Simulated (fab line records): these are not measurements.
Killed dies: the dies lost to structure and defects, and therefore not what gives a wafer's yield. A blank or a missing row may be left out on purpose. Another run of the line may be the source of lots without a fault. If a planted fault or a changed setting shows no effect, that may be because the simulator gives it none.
Which of the tools did it?    flow n5_finfet    12 lots, 36 wafers sampled, at 5 steps of a route of 1938

WHAT THE GAUGES READ, wafer by wafer
N5_STI_FIN_REVEAL_CD_MEAS_22: target cd 6.238 nm, pitch 28 nm.
lot   measured     on         cd_nm (nm)
L114  day 2 13:17  cd_sem-02  6.42 6.49 6.60
L115  day 2 18:11  cd_sem-03  6.47 6.46 6.77
L116  day 3 01:25  cd_sem-02  6.59 6.38 6.25
L118  day 3 12:41  cd_sem-03  6.00 6.37 6.31
L119  day 3 20:08  cd_sem-03  6.92 6.95 6.48
L121  day 4 07:31  cd_sem-03  5.96 5.86 6.61
L124  day 5 02:13  cd_sem-01  5.75 6.56 6.18
L125  day 5 06:46  cd_sem-01  6.06 6.51 6.31
L133  day 7 08:17  cd_sem-02  5.78 6.21 6.53
L134  day 7 11:50  cd_sem-01  6.37 6.61 6.42
L136  day 8 00:14  cd_sem-01  6.59 5.94 6.17
L137  day 8 07:19  cd_sem-01  6.67 6.21 6.48

N5_STI_FIN_REVEAL_FIN_H_MEAS_10.
lot   measured     on      trench_depth_nm (nm)
L114  day 2 13:19  ocd-02  52.3 51.3 51.9
L115  day 2 18:13  ocd-02  52.9 53.1 52.8
L116  day 3 01:26  ocd-02  52.6 52.0 52.2
L118  day 3 12:43  ocd-01  51.4 51.4 51.6
L119  day 3 20:10  ocd-02  52.7 52.3 52.4
L121  day 4 07:32  ocd-01  56.4 51.6 52.1
L124  day 5 02:14  ocd-02  51.9 51.3 52.0
L125  day 5 06:48  ocd-01  56.7 51.9 52.7
L133  day 7 08:19  ocd-01  51.6 51.7 51.5
L134  day 7 11:52  ocd-02  51.5 52.3 51.6
L136  day 8 00:16  ocd-01  51.1 49.9 51.5
L137  day 8 07:20  ocd-01  51.1 52.4 52.4

WHAT TOOL EACH LOT RAN ON (gives the tool, then ch and the chambers of the sampled wafers, and finally the start)
lot   N5_FIN_CUT_PRECLEAN_35             N5_STI_FIN_REVEAL_RECESS_09        N5_STI_FIN_REVEAL_OXIDATION_31
L114  vapor_etch-02 ch 0,1, day 2 03:50  vapor_etch-01 ch 0,1, day 2 10:37  plasma_asher-02 ch 0,1, day 2 12:46
L115  vapor_etch-01 ch 0,1, day 2 09:08  vapor_etch-02 ch 0,1, day 2 15:25  plasma_asher-01 ch 0,1, day 2 17:34
L116  vapor_etch-01 ch 0,1, day 2 15:12  vapor_etch-01 ch 0,1, day 2 22:44  plasma_asher-01 ch 0,1, day 3 00:53
L118  vapor_etch-02 ch 0,1, day 3 03:13  vapor_etch-01 ch 0,1, day 3 10:01  plasma_asher-01 ch 0,1, day 3 12:10
L119  vapor_etch-02 ch 0,1, day 3 11:00  vapor_etch-01 ch 1, day 3 17:21    plasma_asher-02 ch 0,1, day 3 19:34
L121  vapor_etch-02 ch 0,1, day 3 22:26  vapor_etch-01 ch 0,1, day 4 04:47  plasma_asher-01 ch 0,1, day 4 06:56
L124  vapor_etch-01 ch 0,1, day 4 17:11  vapor_etch-02 ch 0,1, day 4 23:32  plasma_asher-02 ch 0,1, day 5 01:41
L125  vapor_etch-02 ch 0,1, day 4 21:16  vapor_etch-01 ch 0,1, day 5 04:06  plasma_asher-02 ch 0,1, day 5 06:15
L133  vapor_etch-01 ch 0,1, day 6 22:30  vapor_etch-02 ch 0,1, day 7 05:10  plasma_asher-01 ch 0,1, day 7 07:39
L134  vapor_etch-02 ch 0,1, day 7 02:50  vapor_etch-01 ch 0,1, day 7 09:10  plasma_asher-02 ch 0,1, day 7 11:19
L136  vapor_etch-01 ch 0,1, day 7 15:01  vapor_etch-01 ch 0,1, day 7 21:34  plasma_asher-02 ch 0,1, day 7 23:43
L137  vapor_etch-02 ch 0,1, day 7 22:05  vapor_etch-01 ch 0,1, day 8 04:38  plasma_asher-02 ch 0,1, day 8 06:47
- N5_FIN_CUT_PRECLEAN_35: cleans in vHF, time 13.3 s.
- N5_STI_FIN_REVEAL_RECESS_09: chemistry HF/NH3, target SiO2, afs cycles 11, target depth 42.5 nm, sublimation time 60 s.
- N5_STI_FIN_REVEAL_OXIDATION_31: chemistry O2 PLASMA REMOTE, time 20 s.

WHAT THE TOOLS THEMSELVES READ (means of the sampled wafers that have a number; where no wafer has one, the mark that the record gives instead)
N5_FIN_CUT_PRECLEAN_35.
lot   tool           drypump_motor_current_A (A)
L114  vapor_etch-02  5.44
L115  vapor_etch-01  5.34
L116  vapor_etch-01  5.53
L118  vapor_etch-02  5.44
L119  vapor_etch-02  5.45
L121  vapor_etch-02  5.38
L124  vapor_etch-01  5.35
L125  vapor_etch-02  5.36
L133  vapor_etch-01  5.52
L134  vapor_etch-02  5.44
L136  vapor_etch-01  5.52
L137  vapor_etch-02  5.44

N5_STI_FIN_REVEAL_RECESS_09.
lot   tool           drypump_motor_current_A (A)
L114  vapor_etch-01  5.35
L115  vapor_etch-02  5.43
L116  vapor_etch-01  5.52
L118  vapor_etch-01  5.35
L119  vapor_etch-01  5.69
L121  vapor_etch-01  5.53
L124  vapor_etch-02  5.45
L125  vapor_etch-01  5.35
L133  vapor_etch-02  5.42
L134  vapor_etch-01  5.52
L136  vapor_etch-01  5.33
L137  vapor_etch-01  5.34

N5_STI_FIN_REVEAL_OXIDATION_31.
lot   tool             drypump_motor_current_A (A)  heater_power_w (W)  rf_fwd_power_W (W)  temp_c_max
L114  plasma_asher-02  5.2                          153                 1989                150.58
L115  plasma_asher-01  6.1                          150                 1979                150.71
L116  plasma_asher-01  6.3                          148                 1988                150.61
L118  plasma_asher-01  6.3                          149                 1982                150.75
L119  plasma_asher-02  5.2                          152                 1990                150.80
L121  plasma_asher-01  6.2                          148                 1979                150.48
L124  plasma_asher-02  5.2                          154                 1985                150.69
L125  plasma_asher-02  5.2                          154                 1986                150.79
L133  plasma_asher-01  6.3                          148                 1984                150.82
L134  plasma_asher-02  5.3                          155                 1989                150.55
L136  plasma_asher-02  5.3                          155                 1994                150.64
L137  plasma_asher-02  5.2                          156                 1981                150.62

THE ANSWER, worked out from the rows above alone
Rule: the lots themselves supply what counts as usual. The widest of any qualifying gaps counts: lots, ordered by their means at a reading, are off when they make up no more than a third of the lots, leave a main group of 4 or more, and stand apart from it by 3 or more times the standard deviation of that group's means. A main group whose means are all the same, to the digits that the tables above print for the reading, isn't used. A lot without any number at a reading at which 4 lots or more have one is off too. Where the step has rows for the other lots, those lots are counted as sound. The gauges are gone through in route order, then the tools' own readings, and for those a lot's mean is taken as printed above. The first step at which some lot is off is used, and at that step the reading that is off furthest; a lot without a number counts as furthest.
Nothing can be told from this: no lot is off at any reading shown.

WHAT THE SIMULATOR HAD PUT IN
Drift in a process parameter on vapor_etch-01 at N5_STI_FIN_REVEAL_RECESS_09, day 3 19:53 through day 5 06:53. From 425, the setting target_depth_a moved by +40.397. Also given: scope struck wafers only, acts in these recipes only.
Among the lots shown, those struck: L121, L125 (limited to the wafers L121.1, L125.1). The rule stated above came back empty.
